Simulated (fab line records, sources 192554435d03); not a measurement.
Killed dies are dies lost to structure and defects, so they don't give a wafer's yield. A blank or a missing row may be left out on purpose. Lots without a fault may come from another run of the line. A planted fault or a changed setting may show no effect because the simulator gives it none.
Which tool did it? | flow n5_finfet | 9 lots, 25 wafers sampled, at 5 steps of a route of 1938

WHAT THE GAUGES READ, wafer by wafer
N5_BEOL_M4_RC_MEAS_101. Usual: DIBL_N 36.6 mV/V, standard deviation 2.3; DIBL_P 36.3 mV/V, standard deviation 2.8; IOFF_N 0.17 nA/um, standard deviation 0.047; IOFF_P 0.22 nA/um, standard deviation 0.048; ION_N 676 uA/um, standard deviation 14; ION_P 463 uA/um, standard deviation 9.4; SS_N 71.6 mV/dec, standard deviation 0.84; SS_P 73.4 mV/dec, standard deviation 0.85; VT_N 249 mV, standard deviation 3.7; VT_P -249 mV, standard deviation 3.6.
lot  | measured     | on        | DIBL_N (mV/V)  | DIBL_P (mV/V)  | IOFF_N (nA/um) | IOFF_P (nA/um) | ION_N (uA/um) | ION_P (uA/um) | SS_N (mV/dec)  | SS_P (mV/dec)  | VT_N (mV)   | VT_P (mV)      | flag
L238 | day 7 23:09  | prober-02 | 35.1 34.6 37.2 | 32.6 33.7 37.4 | 0.15 0.13 0.18 | 0.18 0.18 0.24 | 667 679 674   | 461 470 467   | 72.0 70.9 71.3 | 73.0 71.8 73.8 | 249 253 248 | -249 -249 -248 |
L240 | day 8 04:20  | prober-02 | 39.8 37.6 38.7 | 40.1 37.1 38.1 | 0.27 0.19 0.21 | 0.34 0.26 0.27 | 711 672 676   | 485 471 470   | 72.3 71.8 71.5 | 74.3 73.2 73.4 | 239 248 245 | -244 -245 -247 |
L241 | day 8 15:29  | prober-01 | 40.4 39.9 40.9 | 40.0 40.6 40.4 | 0.26 0.26 0.29 | 0.29 0.30 0.29 | 687 703 703   | 462 478 477   | 72.7 72.6 72.7 | 74.0 74.3 73.8 | 244 241 242 | -246 -244 -245 |
L242 | day 8 20:05  | prober-02 | 36.2 36.8 40.1 | 36.8 38.0 39.1 | 0.14 0.16 0.21 | 0.19 0.21 0.23 | 661 674 681   | 457 462 452   | 70.4 71.6 71.8 | 74.2 73.8 74.6 | 252 249 246 | -254 -251 -253 |
L250 | day 10 22:14 | prober-01 | 37.7 38.0      | 37.3 38.8      | 0.18 0.21      | 0.24 0.26      | 692 684       | 473 469       | 71.2 71.5      | 73.7 73.6      | 245 243     | -247 -245      |
L253 | day 11 21:28 | prober-02 | 37.7 37.3 36.7 | 38.0 37.2 37.9 | 0.21 0.17 0.19 | 0.27 0.24 0.27 | 713 676 686   | 486 465 475   | 71.9 72.1 71.2 | 74.5 73.3 73.4 | 244 251 244 | -244 -246 -245 |
L255 | day 12 01:37 | prober-02 | 39.0 37.3      | 40.8 36.9      | 0.24 0.20      | 0.32 0.24      | 689 683       | 475 471       | 72.3 72.7      | 74.6 74.1      | 241 247     | -241 -248      |
L259 | day 13 03:17 | prober-02 | 36.4 34.7 36.7 | 35.4 33.0 35.2 | 0.16 0.13 0.16 | 0.19 0.17 0.20 | 668 688 681   | 458 471 469   | 71.6 71.2 71.7 | 72.9 72.6 73.6 | 250 250 252 | -252 -251 -248 |
L260 | day 13 21:49 | prober-01 | 40.5 39.5 38.0 | 41.1 40.5 36.5 | 0.25 0.24 0.18 | 0.29 0.27 0.21 | 671 674 674   | 459 458 455   | 72.9 72.5 72.3 | 75.4 74.9 74.3 | 244 243 248 | -249 -250 -253 |

N5_BEOL_M12_OVL_MEAS_11. Usual: V11_OVL 1 nm, standard deviation 4.7.
lot  | measured     | on         | V11_OVL (nm) | flag
L238 | day 10 19:26 | overlay-01 | -4 2 0       |
L240 | day 10 21:14 | overlay-01 | 7 3 6        |
L241 | day 11 10:59 | overlay-02 | 10 7 10      |
L242 | day 11 19:10 | overlay-02 | -3 -3 -2     |
L250 | day 13 19:41 | overlay-02 | 1 0          |
L253 | day 14 22:25 | overlay-02 | 3 1 -1       |
L255 | day 15 21:23 | overlay-02 | 4 6          |
L259 | day 15 21:18 | overlay-01 | 7 8 7        |
L260 | day 16 20:47 | overlay-01 | -4 -3 -2     |

N5_BEOL_M12_OVL_MEAS_29. Usual: M12_OVL 3 nm, standard deviation 5.9.
lot  | measured     | on         | M12_OVL (nm) | flag
L238 | day 10 20:23 | overlay-01 | 8 14 10      |
L240 | day 10 22:10 | overlay-02 | 0 6 1        |
L241 | day 11 11:53 | overlay-02 | -1 -4 1      |
L242 | day 11 20:13 | overlay-02 | 4 8 10       |
L250 | day 13 20:45 | overlay-02 | -3 -4        |
L253 | day 14 23:22 | overlay-02 | 0 10 6       |
L255 | day 15 22:26 | overlay-01 | -1 -4        |
L259 | day 15 22:13 | overlay-01 | -5 -3 0      |
L260 | day 16 21:49 | overlay-02 | -6 2 0       |

N5_BEOL_M12_OCD_MEAS_35. Usual: trench_depth_nm 319 nm, standard deviation 6.7.
lot  | measured     | on     | trench_depth_nm (nm) | flag
L238 | day 10 20:58 | ocd-02 | 306 309 320          |
L240 | day 10 22:45 | ocd-02 | 325 311 329          |
L241 | day 11 12:28 | ocd-02 | - - -                | OFF
L242 | day 11 21:02 | ocd-01 | - - -                | OFF
L250 | day 13 21:20 | ocd-02 | 312 329              |
L253 | day 14 23:56 | ocd-02 | 317 305 321          |
L255 | day 15 23:08 | ocd-02 | 323 316              |
L259 | day 15 22:55 | ocd-01 | 311 320 308          |
L260 | day 16 22:26 | ocd-01 | 319 317 326          |

WHICH TOOL RAN EACH LOT (tool, then ch and the chambers of the sampled wafers, then the start)
lot  | N5_BEOL_M12_ETCH_67
L238 | rie_diel-02 ch 0,1,3, day 10 20:29
L240 | rie_diel-03 ch 0,2,3, day 10 22:16
L241 | rie_diel-02 ch 0,1,2, day 11 11:59
L242 | rie_diel-02 ch 1,2,3, day 11 20:34
L250 | rie_diel-03 ch 1,2, day 13 20:51
L253 | rie_diel-02 ch 0,2,3, day 14 23:27
L255 | rie_diel-02 ch 1,2, day 15 22:39
L259 | rie_diel-01 ch 0,3, day 15 22:26
L260 | rie_diel-03 ch 0,1, day 16 21:58
- N5_BEOL_M12_ETCH_67: etches SiARC in CF4, target depth 143 nm, time 238.3 s.

WHAT THE TOOLS THEMSELVES READ (means of the sampled wafers that have a number; where no wafer has one, the mark that the record gives instead)
N5_BEOL_M12_ETCH_67. Usual: bias_w 35.99 W, standard deviation 0.1; cf4_flow_sccm 99.93 sccm, standard deviation 0.29; drypump_motor_current_A 5.7 A, standard deviation 0.39; etch_rf_on_time_s 240 s, standard deviation 11; oes_product_au 0.69 a.u., standard deviation 0.079; rf_vpp_V 184.3 V, standard deviation 1.1; showerhead_plenum_p_Torr 2.16 Torr, standard deviation 0.077; throttle_valve_pct 15.5 %, standard deviation 0.3.
lot  | tool        | bias_w (W) | cf4_flow_sccm (sccm) | drypump_motor_current_A (A) | etch_rf_on_time_s (s) | oes_product_au (a.u.) | rf_vpp_V (V) | showerhead_plenum_p_Torr (Torr) | throttle_valve_pct (%) | flag
L238 | rie_diel-02 | 36.04      | 100.13               | 5.8                         | 241                   | 0.69                  | 184.8        | 2.15                            | 15.6                   |
L240 | rie_diel-03 | 35.90      | 100.04               | 5.7                         | 248                   | 0.70                  | 184.8        | 2.19                            | 15.5                   |
L241 | rie_diel-02 | -          | -                    | -                           | -                     | -                     | -            | -                               | -                      | OFF
L242 | rie_diel-02 | -          | -                    | -                           | -                     | -                     | -            | -                               | -                      | OFF
L250 | rie_diel-03 | 36.22      | 99.73                | 5.9                         | 238                   | 0.68                  | 185.2        | 2.12                            | 15.4                   |
L253 | rie_diel-02 | 35.88      | 100.01               | 5.6                         | 233                   | 0.72                  | 185.0        | 2.23                            | 15.6                   |
L255 | rie_diel-02 | 35.98      | 99.94                | 5.6                         | 237                   | 0.70                  | 185.1        | 2.26                            | 15.7                   |
L259 | rie_diel-01 | 36.08      | 99.69                | 5.8                         | 249                   | 0.64                  | 184.6        | 2.20                            | 15.9                   |
L260 | rie_diel-03 | 35.89      | 100.06               | 5.7                         | 240                   | 0.72                  | 184.5        | 2.18                            | 15.2                   |

THE ANSWER, worked out from the rows above alone
Rule: a lot is off if the mean of its wafers that have a number lies more than 3 standard deviations from the usual mean. A lot without any number at a reading at which 4 lots or more have one is off too. The other lots that the step has rows for count as sound. The gauges are gone through in route order, then the tools' own readings, and for those a lot's mean is taken as printed above. The first step at which some lot is off is used, and at that step the reading that is off furthest; a lot without a number counts as furthest.
Off: L241, L242, at N5_BEOL_M12_OCD_MEAS_35 (trench_depth_nm). Without a number there: L241, L242.
A tool fits if, at a process step before that reading, it ran every lot that is off, and no sound lot after the first of them. The gauges at N5_BEOL_M12_OCD_MEAS_35 aren't tried: what is off there is off at N5_BEOL_M12_ETCH_67 too, on other tools, and a gauge's error can't cause that. None of those tried fits.

WHAT THE SIMULATOR HAD PUT IN
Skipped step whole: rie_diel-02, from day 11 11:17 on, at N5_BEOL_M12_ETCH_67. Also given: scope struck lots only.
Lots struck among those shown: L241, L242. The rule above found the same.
